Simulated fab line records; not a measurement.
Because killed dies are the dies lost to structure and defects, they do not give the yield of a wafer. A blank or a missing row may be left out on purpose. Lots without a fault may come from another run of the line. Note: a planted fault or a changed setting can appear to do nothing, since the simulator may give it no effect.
fab line records	flow n5_finfet	part 1 of 2: steps 1 to 24 of 31
[record] lots = 5	wafers = 15	last_day = 17
route steps=1938 shown BEOL_M11@1545
lots untouched by any fault: they come from a run of this same line in which no faults occurred
start_h: hours from the record's opening day to when the first of the lot's shown wafers began	wait_h: hours elapsed since this lot's preceding step	" same as the row above	L1.1+2: several wafers, shown together as one row	- either no value or no given start	* or withheld: withheld	< > ~ a bound
route shown NAME@n: names a module that has steps shown in the file, with the first one's number in the route	usual: mean/standard deviation taken from wafers without a fault	same: alike in all rows	chamber/n: place in a boat	sites: each site's reading	_std_site: standard deviation across them	_edge_site: the outer-site mean with the inner-site mean subtracted	radius_mm: for every site, how far away it sits from the centre of the wafer	mask NAME#n: copy n	behind: the last tool/chamber to shape the wafer	hold: cause of the lot's hold/its duration in hours/its outcome	device: the n, p or np transistor that did not switch	end of line: tests of these same wafers at the route's end	a step given without rows: its recipe and nothing more	killed: the dies lost at the first sort to structure and to defects; this is not the yield of the wafer	map: per-die view of a wafer (x killed, . not killed, _ where there is no die)
set.NAME: the setting that was run; set.NAME@STEP: the one run at that earlier step	model.NAME: the simulator's own value behind a step, which no gauge read
a table for each step, a row for each wafer; lots at some steps of the route
services: the hour from which a tool's chamber was out of use, counted from the record's first day as start_h (under 0 if before that day), plus the number of hours and why
[[steps]]
[step N5_BEOL_M11_SOFTBAKE_06]
[recipe] temp_c = 110	time_s = 60	resist = CAR-ArF
lot.wafer	tool	chamber	start_h	wait_h
L074.1+3+4	litho_track-04	0	-	-
L076.1+2+4	litho_track-03	0	-	-
L079.2+3+6	litho_track-01	0	-	-
L088.1+4+5	litho_track-01	0	-	-
L091.1+3+5	litho_track-01	0	-	-
[step N5_BEOL_M11_EXPOSE_08]
[recipe] mask_id = M11	na = 1.35	source_shape = dipole	sigma_inner = 0.411	sigma_outer = 0.611	polarization = te	dose_mj = 53.75
[usual] focus_offset_nm = 0.0/0.48
lot.wafer	tool	chamber	start_h	wait_h	mask	focus_offset_nm
L074.1	arfi_scanner-03	0	241.78	-	M11#0	0.6
L074.3	"	0	"	"	M11#0	0.5
L074.4	"	0	"	"	M11#0	0.2
L076.1	arfi_scanner-02	0	253.46	-	M11#0	-0.2
L076.2	"	0	"	"	M11#0	0.4
L076.4	"	0	"	"	M11#0	0.3
L079.2	arfi_scanner-02	0	259.23	-	M11#0	0.1
L079.3	"	0	"	"	M11#0	0.7
L079.6	"	0	"	"	M11#0	1.0
L088.1	arfi_scanner-01	0	325.48	-	M11#0	0.0
L088.4	"	0	"	"	M11#0	0.3
L088.5	"	0	"	"	M11#0	0.4
L091.1	arfi_scanner-03	0	348.50	-	M11#0	0.3
L091.3	"	0	"	"	M11#0	0.8
L091.5	"	0	"	"	M11#0	0.2
[step N5_BEOL_M11_PEB_09]
[recipe] peb_temp_c = withheld	peb_time_s = 60	resist = CAR-ArF
lot.wafer	tool	chamber	start_h	wait_h
L074.1+3+4	litho_track-03	0	241.84	0.1
L076.1+2+4	litho_track-04	0	253.52	0.1
L079.2+3+6	litho_track-03	0	259.29	0.0
L088.1+4+5	litho_track-04	0	325.54	0.1
L091.1+3+5	litho_track-01	0	348.56	0.1
[step N5_BEOL_M11_DEVELOP_10]
[recipe] develop_time_s = 30	developer = TMAH	resist = CAR-ArF	rinse_liquid = diw	dry = air_spin	dev_temp_c = 23
lot.wafer	tool	chamber	start_h	wait_h
L074.1+3+4	litho_track-03	0	-	-
L076.1+2+4	litho_track-04	0	-	-
L079.2+3+6	litho_track-03	0	-	-
L088.1+4+5	litho_track-04	0	-	-
L091.1+3+5	litho_track-01	0	-	-
[step N5_BEOL_M11_CD_MEAS_11]
[recipe] target_cd_nm = 64.1	landing_energy_ev = 500	detector = se_inlens	polarity = opening
[usual] cd_nm = 64.1/0.61
lot.wafer	tool	chamber	start_h	wait_h	cd_nm
L074.1	cd_sem-03	0	241.91	-	64.2
L074.3	"	0	"	"	65.5
L074.4	"	0	"	"	65.1
L076.1	cd_sem-02	0	253.58	-	64.0
L076.2	"	0	"	"	64.1
L076.4	"	0	"	"	64.3
L079.2	cd_sem-03	0	259.35	-	64.2
L079.3	"	0	"	"	64.4
L079.6	"	0	"	"	63.7
L088.1	cd_sem-01	0	325.60	-	63.6
L088.4	"	0	"	"	63.5
L088.5	"	0	"	"	63.2
L091.1	cd_sem-02	0	348.63	-	64.0
L091.3	"	0	"	"	64.2
L091.5	"	0	"	"	64.3
[step N5_BEOL_M11_OVL_MEAS_12]
[recipe] points_per_wafer = 44
[usual] M11_OVL = 0.3/0.88
lot.wafer	tool	chamber	start_h	wait_h	M11_OVL[nm]
L074.1	overlay-01	0	241.94	0.0	-0.4
L074.3	"	0	"	"	-0.8
L074.4	"	0	"	"	-1.3
L076.1	overlay-01	0	253.61	0.0	-0.6
L076.2	"	0	"	"	0.5
L076.4	"	0	"	"	-0.5
L079.2	overlay-01	0	259.38	0.0	-1.3
L079.3	"	0	"	"	-0.4
L079.6	"	0	"	"	0.3
L088.1	overlay-02	0	325.63	0.0	-0.1
L088.4	"	0	"	"	-0.3
L088.5	"	0	"	"	0.1
L091.1	overlay-01	0	348.66	0.0	-0.5
L091.3	"	0	"	"	-0.1
L091.5	"	0	"	"	0.1
[step N5_BEOL_M11_INSPECT_13]
[recipe] mode = adi	inspect_instrument = brightfield
[usual] raw_defect_count = 467/130
lot.wafer	tool	chamber	start_h	wait_h	raw_defect_count
L074.1	defect_inspect-02	-	241.96	0.0	803
L074.3	"	-	"	"	1148
L074.4	"	-	"	"	633
L076.1	defect_inspect-02	-	253.64	0.0	446
L076.2	"	-	"	"	530
L076.4	"	-	"	"	460
L079.2	defect_inspect-01	-	259.41	0.0	358
L079.3	"	-	"	"	373
L079.6	"	-	"	"	472
L088.1	defect_inspect-02	-	325.66	0.0	522
L088.4	"	-	"	"	504
L088.5	"	-	"	"	533
L091.1	defect_inspect-02	-	348.68	0.0	664
L091.3	"	-	"	"	386
L091.5	"	-	"	"	464
[step N5_BEOL_M11_DESCUM_16]
[recipe] chemistry = O2	time_s = 7.9	source_power_w = 50	bias_power_w = 20	pressure_mtorr = 20	rf_frequency_hz = 2.712e+07	temp_c = 40	resist = CAR-ArF	o2_flow_sccm = 225
[usual] drypump_motor_current_A = 5.8/0.53	oes_product_au = 0.79/0.099	rf_vpp_V = 242.9/1.3	showerhead_plenum_p_Torr = 2.08/0.065	throttle_valve_pct = 20.3/0.31
lot.wafer	tool	chamber	start_h	wait_h	drypump_motor_current_A	oes_product_au	rf_hours_counter_h	rf_vpp_V	showerhead_plenum_p_Torr	throttle_valve_pct
L074.1	rie_diel-03	1	241.99	0.0	6.3	0.68	241	241.9	2.14	20.2
L074.3	"	3	"	"	5.8	0.77	113	241.7	2.10	20.2
L074.4	"	2	"	"	5.6	0.72	-	241.7	2.09	20.9
L076.1	rie_diel-04	2	253.73	0.1	5.2	0.73	170	243.7	2.10	20.2
L076.2	"	1	"	"	5.3	0.80	105	241.8	2.02	20.1
L076.4	"	3	"	"	6.2	0.72	225	240.5	2.04	20.2
L079.2	rie_diel-04	0	259.44	0.0	5.9	0.73	154	239.2	1.92	20.4
L079.3	"	1	"	"	5.3	0.81	107	241.8	2.02	20.1
L079.6	"	2	"	"	5.2	0.73	-	242.7	2.10	20.2
L088.1	rie_diel-03	1	325.69	0.0	6.3	0.91	14	242.6	2.13	19.9
L088.4	"	2	"	"	5.7	0.69	-	242.5	2.08	20.9
L088.5	"	1	"	"	6.3	0.91	-	243.0	2.13	19.8
L091.1	rie_diel-03	0	348.72	0.0	5.1	0.92	17	242.4	2.06	20.5
L091.3	"	1	"	"	6.3	0.89	24	244.2	2.13	19.8
L091.5	"	3	"	"	5.8	0.74	-	242.6	2.09	20.2
[step N5_BEOL_M11_ETCH_61]
[recipe] chemistry = CF4	target = SiARC	target_depth_a = 390	mask_material = CAR-ArF	time_s = 65	ion_energy_ev = 80	pressure_mtorr = 40	source_w = 545	bias_w = 36	Ar_flow_sccm = 100	cf4_flow_sccm = 100	ends = cleared
[usual] drypump_motor_current_A = 5.8/0.53	etch_rf_on_time_s = 65.0/1.1	oes_product_au = 0.68/0.084	rf_vpp_V = 183.7/0.98	showerhead_plenum_p_Torr = 2.13/0.062	throttle_valve_pct = 15.51/0.27
lot.wafer	tool	chamber	start_h	wait_h	drypump_motor_current_A	etch_rf_on_time_s	oes_product_au	rf_hours_counter_h	rf_vpp_V	showerhead_plenum_p_Torr	throttle_valve_pct
L074.1	rie_diel-03	1	242.03	0.0	6.3	65.4	0.59	241	185.5	2.19	15.47
L074.3	"	3	"	"	5.8	64.1	0.66	113	184.7	2.15	15.41
L074.4	"	2	"	"	5.6	65.8	0.61	-	183.4	2.12	15.89
L076.1	rie_diel-04	2	253.77	0.0	5.2	66.8	0.62	170	184.4	2.13	15.30
L076.2	"	1	"	"	5.3	66.3	0.68	105	182.0	2.07	15.26
L076.4	"	3	"	"	6.2	65.3	0.60	225	182.4	2.12	15.69
L079.2	rie_diel-04	0	259.48	0.0	5.9	64.8	0.63	154	182.3	1.97	15.63
L079.3	"	1	"	"	5.3	64.5	0.69	107	183.2	2.06	15.26
L079.6	"	2	"	"	5.2	66.2	0.62	-	183.4	2.13	15.30
L088.1	rie_diel-03	1	325.73	0.0	6.3	65.2	0.77	14	185.1	2.19	15.03
L088.4	"	2	"	"	5.6	66.0	0.60	-	183.0	2.11	15.95
L088.5	"	1	"	"	6.3	64.3	0.78	-	183.7	2.19	15.02
L091.1	rie_diel-03	0	348.75	0.0	5.1	63.9	0.78	17	183.9	2.12	15.55
L091.3	"	1	"	"	6.3	64.1	0.75	24	183.4	2.18	15.04
L091.5	"	3	"	"	5.8	65.4	0.62	-	183.5	2.14	15.47
[step N5_BEOL_M11_ETCH_62]
[recipe] chemistry = N2/H2	target = SOC	target_depth_a = 1100	overetch_a = 220	mask_material = SiARC	temp_c = 40	time_s = 165	ion_energy_ev = 200	pressure_mtorr = 30	source_w = 840	bias_w = 150	n2_flow_sccm = 200	h2_flow_sccm = 200
[usual] drypump_motor_current_A = 5.8/0.53	oes_product_au = 0.67/0.079	rf_vpp_V = 523.4/2.3	showerhead_plenum_p_Torr = 2.52/0.077	throttle_valve_pct = 17.74/0.28
lot.wafer	tool	chamber	start_h	wait_h	drypump_motor_current_A	oes_product_au	rf_hours_counter_h	rf_vpp_V	showerhead_plenum_p_Torr	throttle_valve_pct
L074.1	rie_diel-03	1	242.08	0.0	6.3	0.59	241	526.4	2.61	17.62
L074.3	"	3	"	"	5.8	0.65	113	524.9	2.57	17.74
L074.4	"	2	"	"	5.6	0.61	-	524.0	2.49	18.05
L076.1	rie_diel-04	2	253.82	0.0	5.2	0.62	170	524.5	2.53	17.56
L076.2	"	1	"	"	5.3	0.69	105	521.6	2.46	17.56
L076.4	"	3	"	"	6.3	0.61	225	523.3	2.50	17.78
L079.2	rie_diel-04	0	259.53	0.0	5.9	0.63	154	517.7	2.35	17.88
L079.3	"	1	"	"	5.3	0.68	107	521.4	2.46	17.60
L079.6	"	2	"	"	5.1	0.63	-	523.9	2.53	17.54
L088.1	rie_diel-03	1	325.78	0.0	6.3	0.77	14	525.2	2.60	17.23
L088.4	"	2	"	"	5.7	0.60	-	523.0	2.48	18.09
L088.5	"	1	"	"	6.3	0.76	-	525.3	2.60	17.22
L091.1	rie_diel-03	0	348.80	0.0	5.1	0.77	17	523.8	2.48	17.72
L091.3	"	1	"	"	6.3	0.75	24	526.5	2.60	17.24
L091.5	"	3	"	"	5.8	0.63	-	524.1	2.56	17.80
[step N5_BEOL_M11_STRIP_68]
[recipe] chemistry = N2/H2	temp_c = 40	n2_flow_sccm = 200	h2_flow_sccm = 200	rf_frequency_hz = 6e+07
lot.wafer	tool	chamber	start_h	wait_h
L074.1+3+4	rie_diel-03	1,3,2	242.21	0.1
L076.1+2+4	rie_diel-04	2,1,3	253.95	0.1
L079.2+3+6	rie_diel-04	0,1,2	259.66	0.1
L088.1+4+5	rie_diel-03	1,2,1	325.91	0.1
L091.1+3+5	rie_diel-03	0,1,3	348.94	0.1
[step N5_BEOL_M11_STRIP_67]
[recipe] chemistry = CF4	resist = SiARC	power_w = 300	bias_power_w = 75	pressure_mtorr = 50	cf4_flow_sccm = 150	rf_frequency_hz = 6e+07
[usual] drypump_motor_current_A = 5.8/0.53	oes_product_au = 0.79/0.092	rf_vpp_V = 270.8/1.3	showerhead_plenum_p_Torr = 1.78/0.051	throttle_valve_pct = 13.49/0.28
lot.wafer	tool	chamber	start_h	wait_h	drypump_motor_current_A	oes_product_au	rf_hours_counter_h	rf_vpp_V	showerhead_plenum_p_Torr	throttle_valve_pct
L074.1	rie_diel-03	1	242.22	0.0	6.3	0.69	241	272.1	1.84	13.50
L074.3	"	3	"	"	5.8	0.76	113	272.2	1.80	13.38
L074.4	"	2	"	"	5.6	0.72	-	271.2	1.77	13.88
L076.1	rie_diel-04	2	253.96	0.0	5.2	0.73	170	270.8	1.78	13.30
L076.2	"	1	"	"	5.3	0.81	105	270.5	1.74	13.26
L076.4	"	3	"	"	6.2	0.72	225	271.4	1.78	13.66
L079.2	rie_diel-04	0	259.67	0.0	5.8	0.74	155	268.8	1.66	13.63
L079.3	"	1	"	"	5.3	0.81	107	268.5	1.74	13.27
L079.6	"	2	"	"	5.2	0.74	-	270.5	1.78	13.28
L088.1	rie_diel-03	1	325.92	0.0	6.3	0.91	14	271.9	1.83	12.99
L088.4	"	2	"	"	5.6	0.71	-	270.4	1.77	13.95
L088.5	"	1	"	"	6.3	0.90	-	274.0	1.83	12.99
L091.1	rie_diel-03	0	348.95	0.0	5.1	0.91	17	271.0	1.77	13.46
L091.3	"	1	"	"	6.3	0.88	24	271.7	1.83	13.02
L091.5	"	3	"	"	5.8	0.73	-	272.1	1.80	13.46
[step N5_BEOL_M11_HM_OPEN_17]
[recipe] chemistry = Cl2/BCl3	target_depth_a = 200	overetch_a = 60	target = TiN	mask_material = SOC	ion_energy_ev = 150	pressure_mtorr = 10	icp_w = 1000	bias_w = 126	Cl2_flow_sccm = 53.25	bcl3_flow_sccm = 21.75	Ar_flow_sccm = 25
[usual] drypump_motor_current_A = 6.1/0.32	oes_product_au = 0.70/0.092	throttle_valve_pct = 22.05/0.24
lot.wafer	tool	chamber	start_h	wait_h	drypump_motor_current_A	oes_product_au	rf_hours_counter_h	throttle_valve_pct
L074.1	rie_metal-02	1	242.27	0.0	5.9	0.72	21	22.17
L074.3	"	1	"	"	5.9	0.72	-	22.17
L074.4	"	1	"	"	5.9	0.71	-	22.15
L076.1	rie_metal-02	0	254.01	0.0	5.9	0.85	0	22.08
L076.2	"	1	"	"	6.0	0.71	23	22.18
L076.4	"	0	"	"	5.9	0.86	-	22.10
L079.2	rie_metal-01	0	259.71	0.0	6.3	0.57	104	22.24
L079.3	"	0	"	"	6.3	0.57	-	22.24
L079.6	"	1	"	"	6.3	0.70	-	21.72
L088.1	rie_metal-02	1	325.96	0.0	5.9	0.68	28	22.19
L088.4	"	1	"	"	6.0	0.69	-	22.18
L088.5	"	0	"	"	5.9	0.79	-	22.12
L091.1	rie_metal-03	0	348.99	0.0	5.3	0.80	2	21.69
L091.3	"	1	"	"	6.4	0.59	-	22.44
L091.5	"	0	"	"	5.3	0.81	-	21.67
[step N5_BEOL_M11_STRIP_19]
[recipe] chemistry = O2	power_w = 400	temp_c = 40	pressure_mtorr = 30	rf_frequency_hz = 6e+07	bias_power_w = 0	overash_fraction = 0.2	o2_flow_sccm = 225
[usual] drypump_motor_current_A = 5.8/0.64	oes_product_au = 0.80/0.1	rf_vpp_V = 3.7/0.61	showerhead_plenum_p_Torr = 2.09/0.061	throttle_valve_pct = 16.6/0.31
lot.wafer	tool	chamber	start_h	wait_h	drypump_motor_current_A	oes_product_au	rf_hours_counter_h	rf_vpp_V	showerhead_plenum_p_Torr	throttle_valve_pct
L074.1	rie_diel-02	3	242.47	0.2	6.6	0.83	65	3.9	2.03	16.2
L074.3	"	1	"	"	6.6	0.68	221	3.2	2.16	16.9
L074.4	"	3	"	"	6.6	0.84	-	3.2	2.03	16.2
L076.1	rie_diel-02	3	254.13	0.1	6.6	0.85	68	3.0	2.03	16.2
L076.2	"	1	"	"	6.6	0.68	224	4.3	2.16	16.9
L076.4	"	2	"	"	4.7	0.89	24	3.9	2.14	16.5
L079.2	rie_diel-03	1	259.82	0.1	6.3	0.67	248	2.6	2.14	16.5
L079.3	"	2	"	"	5.6	0.71	228	3.1	2.09	17.1
L079.6	"	2	"	"	5.6	0.71	-	4.2	2.09	17.1
L088.1	rie_diel-03	1	326.08	0.1	6.3	0.91	14	3.2	2.14	16.1
L088.4	"	3	"	"	5.8	0.73	-	3.7	2.10	16.5
L088.5	"	2	"	"	5.6	0.69	-	3.5	2.09	17.1
L091.1	rie_diel-03	3	349.10	0.1	5.8	0.73	148	3.6	2.10	16.5
L091.3	"	1	"	"	6.3	0.89	24	3.1	2.13	16.1
L091.5	"	0	"	"	5.1	0.94	-	3.4	2.06	16.7
[step N5_BEOL_M11_CD_MEAS_18]
[recipe] pitch_nm = 140	target_cd_nm = 70
[usual] cd_nm = 69.9/0.72
lot.wafer	tool	chamber	start_h	wait_h	cd_nm
L074.1	cd_sem-03	-	242.54	0.0	70.8
L074.3	"	-	"	"	71.1
L074.4	"	-	"	"	71.1
L076.1	cd_sem-01	-	254.20	0.0	70.1
L076.2	"	-	"	"	70.0
L076.4	"	-	"	"	70.3
L079.2	cd_sem-03	-	259.90	0.1	69.6
L079.3	"	-	"	"	69.9
L079.6	"	-	"	"	69.9
L088.1	cd_sem-01	-	326.14	0.0	69.5
L088.4	"	-	"	"	69.3
L088.5	"	-	"	"	68.9
L091.1	cd_sem-02	-	349.17	0.0	69.5
L091.3	"	-	"	"	69.4
L091.5	"	-	"	"	69.9
[step N5_BEOL_M11_COAT_63]
[recipe] resist = SOC	temp_c = 250	time_s = 60	spin_rpm = 1500	resist_thk_nm = 100
lot.wafer	tool	chamber	start_h	wait_h
L074.1+3+4	litho_track-01	0	242.57	0.0
L076.1+2+4	litho_track-01	0	254.35	0.1
L079.2+3+6	litho_track-03	0	260.92	1.0
L088.1+4+5	litho_track-03	0	326.66	0.5
L091.1+3+5	litho_track-03	0	350.69	1.5
[step N5_BEOL_M11_COAT_64]
[recipe] resist = SiARC	temp_c = 220	time_s = 60	spin_rpm = 1500	resist_thk_nm = 30
lot.wafer	tool	chamber	start_h	wait_h
L074.1+3+4	litho_track-01	0	-	-
L076.1+2+4	litho_track-01	0	-	-
L079.2+3+6	litho_track-03	0	-	-
L088.1+4+5	litho_track-03	0	-	-
L091.1+3+5	litho_track-03	0	-	-
[step N5_BEOL_M11_COAT_22]
[recipe] resist = CAR-ArF	spin_rpm = 1500	resist_thk_nm = 90
lot.wafer	tool	chamber	start_h	wait_h
L074.1+3+4	litho_track-01	0	-	-
L076.1+2+4	litho_track-01	0	-	-
L079.2+3+6	litho_track-03	0	-	-
L088.1+4+5	litho_track-03	0	-	-
L091.1+3+5	litho_track-03	0	-	-
[step N5_BEOL_M11_EBR_24]
[recipe] solvent = PGMEA	ebr_width_mm = 1.5
lot.wafer	tool	chamber	start_h	wait_h
L074.1+3+4	litho_track-01	0	-	-
L076.1+2+4	litho_track-01	0	-	-
L079.2+3+6	litho_track-03	0	-	-
L088.1+4+5	litho_track-03	0	-	-
L091.1+3+5	litho_track-03	0	-	-
[step N5_BEOL_M11_SOFTBAKE_23]
[recipe] temp_c = 110	time_s = 60	resist = CAR-ArF
lot.wafer	tool	chamber	start_h	wait_h
L074.1+3+4	litho_track-01	0	-	-
L076.1+2+4	litho_track-01	0	-	-
L079.2+3+6	litho_track-03	0	-	-
L088.1+4+5	litho_track-03	0	-	-
L091.1+3+5	litho_track-03	0	-	-
[step N5_BEOL_M11_EXPOSE_25]
[recipe] mask_id = V10	na = 1.35	source_shape = annular	sigma_inner = 0.5	sigma_outer = 0.8	polarization = unpolarized	dose_mj = 85.5
[usual] focus_offset_nm = -0.1/0.56
lot.wafer	tool	chamber	start_h	wait_h	mask	focus_offset_nm
L074.1	arfi_scanner-03	0	242.82	-	V10#0	-0.2
L074.3	"	0	"	"	V10#0	-0.2
L074.4	"	0	"	"	V10#0	0.2
L076.1	arfi_scanner-03	0	254.47	-	V10#0	-0.2
L076.2	"	0	"	"	V10#0	0.6
L076.4	"	0	"	"	V10#0	0.0
L079.2	arfi_scanner-02	0	261.34	-	V10#0	0.4
L079.3	"	0	"	"	V10#0	0.6
L079.6	"	0	"	"	V10#0	0.4
L088.1	arfi_scanner-01	0	327.07	-	V10#0	-0.7
L088.4	"	0	"	"	V10#0	-0.1
L088.5	"	0	"	"	V10#0	-0.8
L091.1	arfi_scanner-02	0	350.94	-	V10#0	-0.9
L091.3	"	0	"	"	V10#0	-0.1
L091.5	"	0	"	"	V10#0	-0.5
[step N5_BEOL_M11_PEB_26]
[recipe] peb_temp_c = withheld	peb_time_s = 60	resist = CAR-ArF
lot.wafer	tool	chamber	start_h	wait_h
L074.1+3+4	litho_track-01	0	242.88	0.1
L076.1+2+4	litho_track-01	0	254.53	0.1
L079.2+3+6	litho_track-03	0	261.39	0.1
L088.1+4+5	litho_track-03	0	327.13	0.1
L091.1+3+5	litho_track-03	0	351.00	0.1
[step N5_BEOL_M11_DEVELOP_27]
[recipe] develop_time_s = 30	developer = TMAH	resist = CAR-ArF	rinse_liquid = diw	dry = air_spin	dev_temp_c = 23
lot.wafer	tool	chamber	start_h	wait_h
L074.1+3+4	litho_track-01	0	-	-
L076.1+2+4	litho_track-01	0	-	-
L079.2+3+6	litho_track-03	0	-	-
L088.1+4+5	litho_track-03	0	-	-
L091.1+3+5	litho_track-03	0	-	-
[step N5_BEOL_M11_CD_MEAS_28]
[recipe] target_cd_nm = 70	landing_energy_ev = 500	detector = se_inlens	polarity = opening
[usual] cd_nm = 70.1/0.94
lot.wafer	tool	chamber	start_h	wait_h	cd_nm
L074.1	cd_sem-02	0	242.95	-	69.7
L074.3	"	0	"	"	70.5
L074.4	"	0	"	"	70.7
L076.1	cd_sem-02	0	254.60	-	69.1
L076.2	"	0	"	"	69.0
L076.4	"	0	"	"	70.3
L079.2	cd_sem-02	0	261.46	-	70.3
L079.3	"	0	"	"	68.4
L079.6	"	0	"	"	70.1
L088.1	cd_sem-01	0	327.20	-	71.4
L088.4	"	0	"	"	69.2
L088.5	"	0	"	"	70.2
L091.1	cd_sem-03	0	351.07	-	69.0
L091.3	"	0	"	"	70.8
L091.5	"	0	"	"	68.5
